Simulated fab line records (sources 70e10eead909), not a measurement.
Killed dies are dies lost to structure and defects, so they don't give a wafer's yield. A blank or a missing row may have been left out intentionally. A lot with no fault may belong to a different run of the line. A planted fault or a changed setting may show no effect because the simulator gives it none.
What tool caused it? | flow nandHarc | 12 lots with 36 wafers sampled at 5 steps, on a route of 1159 steps

WHAT THE GAUGES SHOWED, per wafer
NHARC_END_SORT_01.
lot  | measured     | on        | killedAtArray | killedAtOther | killedAtPeriphery | killedDies  | killedOpen | killedShort
L853 | day 21 18:52 | prober-01 | 113 124 130   | 1 1 0         | 4 0 2             | 118 125 132 | 3 1 1      | 2 0 0
L856 | day 21 18:05 | prober-02 | 115 117 111   | 0 0 0         | 0 3 2             | 115 120 113 | 6 6 5      | 2 0 2

WHAT TOOL EACH LOT RAN ON (gives the tool, then ch and the chambers of the sampled wafers, and finally the start)
lot  | NHARC_A_SGD_CUT_ETCH_15           | NHARC_THIN_TSV_DEP_43           | NHARC_THIN_TSV_ETCH_15          | NHARC_THIN_TSV_STRIP_62
L847 | rieDiel-11 ch 2,3, day 13 17:29   | pecvd-02 ch 0,2, day 18 20:23   | rieSi-06 ch 0,1,2, day 18 21:59 | plasmaAsher-02 ch 0,1, day 18 23:52
L849 | rieDiel-07 ch 1,2,3, day 14 11:14 | pecvd-04 ch 0,2, day 18 22:48   | rieSi-03 ch 0,1,3, day 19 00:24 | plasmaAsher-02 ch 0,1, day 19 02:13
L852 | rieDiel-05 ch 0,1,2, day 14 11:37 | pecvd-02 ch 0,1, day 18 23:56   | rieSi-01 ch 1,2, day 19 01:34   | plasmaAsher-01 ch 0, day 19 03:23
L851 | rieDiel-07 ch 1,2,3, day 15 08:11 | pecvd-03 ch 0,1, day 19 23:07   | rieSi-03 ch 0,1,3, day 20 00:44 | plasmaAsher-02 ch 0,1, day 20 02:51
L853 | rieDiel-07 ch 0,1,2, day 16 01:48 | pecvd-02 ch 0,2, day 21 02:06   | rieSi-03 ch 1,2,3, day 21 03:45 | plasmaAsher-02 ch 0,1, day 21 05:44
L856 | rieDiel-07 ch 0,2,3, day 16 07:05 | pecvd-04 ch 0,1,2, day 21 00:38 | rieSi-03 ch 0,1,3, day 21 02:16 | plasmaAsher-01 ch 0,1, day 21 04:14
L864 | rieDiel-05 ch 1,2, day 18 04:29   | pecvd-04 ch 0,1,2, day 23 13:50 | rieSi-03 ch 2,3, day 23 15:22   | plasmaAsher-02 ch 0,1, day 23 18:28
L863 | rieDiel-11 ch 1,3, day 18 04:46   | pecvd-04 ch 0,2, day 23 12:29   | rieSi-01 ch 0,1, day 23 14:08   | plasmaAsher-01 ch 0,1, day 23 17:37
L865 | rieDiel-05 ch 0,1,3, day 18 05:55 | pecvd-03 ch 0,2, day 24 00:07   | rieSi-06 ch 0,2,3, day 24 01:45 | plasmaAsher-01 ch 0,1, day 24 03:43
L867 | rieDiel-05 ch 0,1,3, day 18 23:19 | pecvd-03 ch 0,1,2, day 23 22:56 | rieSi-01 ch 0,1, day 24 00:32   | plasmaAsher-02 ch 0,1, day 24 02:20
L868 | rieDiel-11 ch 2,3, day 19 07:28   | pecvd-03 ch 0,1, day 24 09:47   | rieSi-06 ch 1,2,3, day 24 11:25 | plasmaAsher-02 ch 0,1, day 24 13:13
L869 | rieDiel-05 ch 1,2,3, day 19 07:44 | pecvd-02 ch 0,1,2, day 24 08:33 | rieSi-01 ch 0,2,3, day 24 10:04 | plasmaAsher-01 ch 0,1, day 24 11:55
- NHARC_A_SGD_CUT_ETCH_15: etches the open film in CH3F/O2, target depth 75 nm, time 64.3 s.
- NHARC_THIN_TSV_DEP_43: deposits SiO2, target thk 1328.5 nm.
- NHARC_THIN_TSV_ETCH_15: target depth 3000 nm, bosch target overetch cycles 2, bosch etch step 2.8 s.
- NHARC_THIN_TSV_STRIP_62: strips in N2/H2, time 20 s.

AS READ BY THE TOOLS THEMSELVES (means over the sampled wafers that have a number; for cases with no such wafer, the mark the record gives instead)
NHARC_A_SGD_CUT_ETCH_15.
lot  | tool       | biasW (W) | drypumpMotorCurrentA (A) | oesProductAu (a.u.) | rfFwdPowerW (W) | rfVppV (V) | showerheadPlenumPTorr (Torr) | throttleValvePct (%)
L847 | rieDiel-11 | 100.4     | 5.1                      | 0.958               | 494.0           | 262.5      | 2.33                         | 20.664
L849 | rieDiel-07 | 99.9      | 5.9                      | 0.971               | 497.1           | 262.2      | 2.41                         | 20.656
L852 | rieDiel-05 | 100.2     | 6.0                      | 0.934               | 494.5           | 264.4      | 2.55                         | 20.672
L851 | rieDiel-07 | 99.8      | 5.9                      | 0.968               | 496.6           | 263.0      | 2.41                         | 20.675
L853 | rieDiel-07 | 100.0     | 6.0                      | 0.957               | 496.6           | 264.7      | 2.44                         | 20.656
L856 | rieDiel-07 | 100.0     | 6.0                      | 0.956               | 497.2           | 264.2      | 2.50                         | 20.655
L864 | rieDiel-05 | 99.9      | 5.9                      | 0.977               | 496.0           | 264.3      | 2.56                         | 20.663
L863 | rieDiel-11 | 99.9      | 5.9                      | 0.959               | 494.1           | 263.7      | 2.44                         | 20.669
L865 | rieDiel-05 | 100.2     | 5.7                      | 0.958               | 494.8           | 263.9      | 2.46                         | 20.670
L867 | rieDiel-05 | 100.1     | 5.7                      | 0.960               | 494.3           | 264.7      | 2.46                         | 20.662
L868 | rieDiel-11 | 100.1     | 5.2                      | 0.951               | 495.2           | 262.9      | 2.37                         | 20.674
L869 | rieDiel-05 | 100.0     | 5.6                      | 0.971               | 494.4           | 263.6      | 2.48                         | 20.661

NHARC_THIN_TSV_DEP_43.
lot  | tool     | rfFwdPowerW (W) | showerheadVppV (V) | throttleValvePct (%)
L847 | pecvd-02 | 895.6           | 1940               | 15.9
L849 | pecvd-04 | 901.3           | 1863               | 15.9
L852 | pecvd-02 | 900.0           | 1898               | 15.8
L851 | pecvd-03 | 897.2           | 2048               | 16.0
L853 | pecvd-02 | 898.6           | 2024               | 16.1
L856 | pecvd-04 | 896.7           | 1834               | 15.5
L864 | pecvd-04 | 899.0           | 1826               | 15.6
L863 | pecvd-04 | 895.5           | 1783               | 15.7
L865 | pecvd-03 | 898.3           | 2017               | 16.1
L867 | pecvd-03 | 897.9           | 1991               | 16.1
L868 | pecvd-03 | 898.3           | 2033               | 16.0
L869 | pecvd-02 | 897.2           | 1954               | 15.8

NHARC_THIN_TSV_ETCH_15.
lot  | tool     | drypumpMotorCurrentA (A)
L847 | rieSi-06 | 5.9
L849 | rieSi-03 | 5.6
L852 | rieSi-01 | 6.2
L851 | rieSi-03 | 5.7
L853 | rieSi-03 | 5.9
L856 | rieSi-03 | 5.6
L864 | rieSi-03 | 6.2
L863 | rieSi-01 | 5.5
L865 | rieSi-06 | 6.0
L867 | rieSi-01 | 5.8
L868 | rieSi-06 | 5.7
L869 | rieSi-01 | 6.1

NHARC_THIN_TSV_STRIP_62.
lot  | tool           | drypumpMotorCurrentA (A) | heaterPowerW (W) | tempC (C)
L847 | plasmaAsher-02 | 6.1                      | 370              | 249.99
L849 | plasmaAsher-02 | 5.9                      | 372              | 250.09
L852 | plasmaAsher-01 | 5.2                      | 327              | 250.15
L851 | plasmaAsher-02 | 5.8                      | 365              | 250.12
L853 | plasmaAsher-02 | 6.1                      | 368              | 250.18
L856 | plasmaAsher-01 | 5.8                      | 358              | 249.97
L864 | plasmaAsher-02 | 6.1                      | 355              | 249.95
L863 | plasmaAsher-01 | 5.5                      | 340              | 250.20
L865 | plasmaAsher-01 | 5.9                      | 362              | 250.08
L867 | plasmaAsher-02 | 5.8                      | 363              | 250.02
L868 | plasmaAsher-02 | 5.9                      | 367              | 250.08
L869 | plasmaAsher-01 | 5.9                      | 361              | 250.05

THE ANSWER, worked out from the rows above alone
Rule: the usual values come from the lots themselves. The widest of any qualifying gaps counts: lots, ordered by their means at a reading, are off when they make up no more than a third of the lots, leave a main group of 4 or more, and stand apart from it by 3 or more times the standard deviation of that group's means. A main group is skipped when, at the precision printed for the reading in the tables above, its means are all equal. Also off: a lot with no number at a reading for which 4 or more lots have one. Where the step has rows for the other lots, those lots are counted as sound. After the gauges, taken in route order, come the tools' own readings; for these a lot's mean is taken, as printed above. At the first step where some lot is off, the reading lying furthest off is the one used; lots without a number count as furthest.
Across all readings shown, no lot is off: no conclusion can be drawn from this.

WHAT THE SIMULATOR HAD INSERTED
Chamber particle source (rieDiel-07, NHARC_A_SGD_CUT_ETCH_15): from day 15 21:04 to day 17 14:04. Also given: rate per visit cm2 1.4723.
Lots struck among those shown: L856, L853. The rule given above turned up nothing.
